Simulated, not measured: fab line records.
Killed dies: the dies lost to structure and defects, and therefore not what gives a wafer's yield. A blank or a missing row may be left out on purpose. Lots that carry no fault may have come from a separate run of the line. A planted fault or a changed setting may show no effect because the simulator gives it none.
A lot that was struck, set against a sound lot -- flow n5_finfet -- 38 out of 1938 route steps
Sound: these wafers, L349.3, L349.4, L349.5. Struck: wafer L339.1 (L339.2, L339.3, from the same lot, were not struck and are left out); the cause is given at the end.
At each step with rows: each side's tool, then ch and its chambers, then its first start. Under that, the readings that differ: sound wafers -- struck wafers -- difference of the means -- sigmas: that difference in standard deviations of wafers without a fault.
alike: a reading whose means differ by less than 2 such deviations, as well as words and numbers matching on both sides. not compared: withheld readings; readings where some wafer has no value; bounds like >300 that might hide an equal value; numbers whose values overlap and for which the record gives no deviation.
A row with sigmas, a row that says differs or no value, or rows on one side alone: a step with any of these is where the two part. When numbers do not overlap yet have no deviation, they are printed without sigmas and do not part them. Lack of a reading on every wafer of one side parts them only where that side has two or more wafers.

first, 9 steps without rows for these wafers: N5_BEOL_M4_ANNEAL_95 (time 240 s); N5_BEOL_M4_SPUTTER_96 (material Cu, target thk 4.5 nm, time 8.29 s); N5_BEOL_M4_ECD_50 (material Cu, target thk 300 nm); N5_BEOL_M4_ANNEAL_51 (time 90 s); N5_BEOL_M4_CMP_52 (polishes, stops on SiOC, t overpolish 6.8 s, target thk 40 nm); N5_BEOL_M4_PRE_CLEAN_60 (time 15 s); N5_BEOL_M4_CO_CAP_55 (material Co, precursor CCTBA/H2, target thk 2 nm, time 102.1 s); N5_BEOL_M4_PRE_CLEAN_56 (time 15 s); N5_BEOL_M4_DEP_57 (deposits SiCN from 3MS/NH3, target thk 8 nm, time 14 s).
N5_BEOL_M4_RC_MEAS_101:
  sound on prober-01 ch 0, day 13 06:36; struck on prober-02 ch 0, day 11 06:19
  alike: DIBL_N, DIBL_P, IOFF_N, IOFF_P, ION_N, ION_P, SS_N, SS_P, VT_N, VT_P
then, 24 steps without rows for these wafers: N5_BEOL_M5_ILD_DEP_00 (deposits SiCOH lowk from DEMS/porogen, target thk 140.64 nm, time 25.9 s); N5_BEOL_M5_CURE_79 (cures SiCOH lowk, time 240 s); N5_BEOL_M5_PECVD_70 (deposits SiO2 from TEOS/O2, target thk 16 nm, time 18 s); N5_BEOL_M5_HM_DEP_02 (deposits TiN, target thk 20 nm); N5_BEOL_M5_COAT_59 (time 60 s, resist thk 60 nm); N5_BEOL_M5_COAT_60 (time 60 s, resist thk 12 nm); N5_BEOL_M5_COAT_71 (time 60 s, resist thk 5 nm); N5_BEOL_M5_COAT_05 (resist thk 30 nm); N5_BEOL_M5_EBR_07; N5_BEOL_M5_SOFTBAKE_06 (time 60 s); N5_BEOL_M5_EXPOSE_08 (exposes mask M5, target cd 28 nm); N5_BEOL_M5_PEB_09 (peb time 60 s); N5_BEOL_M5_DEVELOP_10 (develop time 30 s); N5_BEOL_M5_DESCUM_16 (chemistry O2, time 7 s); N5_BEOL_M5_ETCH_72 (etches underlayer in N2/H2, target depth 6.5 nm, time 5.2 s); N5_BEOL_M5_ETCH_61 (etches SiARC in CF4, target depth 15.6 nm, time 26 s); N5_BEOL_M5_ETCH_62 (etches SOC in N2/H2, target depth 75 nm, overetch 15 nm, time 112.5 s); N5_BEOL_M5_STRIP_63 (strips in N2/H2); N5_BEOL_M5_STRIP_73 (strips in N2/H2); N5_BEOL_M5_STRIP_64 (strips in CF4); N5_BEOL_M5_HM_OPEN_17 (chemistry Cl2/BCl3, target TiN, target depth 20 nm, overetch 6 nm); N5_BEOL_M5_STRIP_19 (strips in O2); N5_BEOL_M5_COAT_65 (time 60 s, resist thk 60 nm); N5_BEOL_M5_COAT_66 (time 60 s, resist thk 12 nm).
-- here the record skips 3 days between the struck wafers' starts before and after, leaving off in module BEOL_M5 and picking up in module BEOL_M11 (first step shown: number 1596 of the route) --
N5_BEOL_M11_CMP_52: polishes, stops on SiCOH lowk, t overpolish 7 s, target thk 140 nm.
  sound on cmp-04 ch 1,2,3, day 15 16:49; struck on cmp-03 ch 1, day 13 19:47
reading,sound,struck,difference,sigmas
barrier_field_endpoint_s (s),29.2 28.0 28.4,46.9,+18.4,+26
overpolish_run_s (s),6.994 7.005 6.995,0.044,-6.954,-99 or more
time_to_endpoint_s (s),66.1 64.8 63.6,84.9,+20.1,+8
  alike: motor_current_A
N5_BEOL_M11_THK_MEAS_53: measures by xrf.
  struck on film_metro-02, day 13 20:04; sound on film_metro-02, day 15 17:02
reading,sound,struck,difference,sigmas
M11_THK (nm),137.4 137.2 137.6,262.0,+124.6,+46
N5_BEOL_M11_INSPECT_58: inspects for defects (darkfield).
  struck on defect_inspect-01, day 13 20:14; sound on defect_inspect-01, day 15 17:13
reading,sound,struck,difference,sigmas
raw_defect_count,99 57 72,1060,+984,+52
N5_PASSIVATION_PROBE_49:
  the record has rows for the struck wafers here (prober-02, day 15 16:16) and none for the sound ones

== WHERE THEY PART ==
Last at N5_PASSIVATION_PROBE_49 as far as this record goes, first at N5_BEOL_M11_CMP_52.

WHY: what had been put in by the simulator
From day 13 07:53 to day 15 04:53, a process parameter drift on cmp-03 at N5_BEOL_M11_CMP_52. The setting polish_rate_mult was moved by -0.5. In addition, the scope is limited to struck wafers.
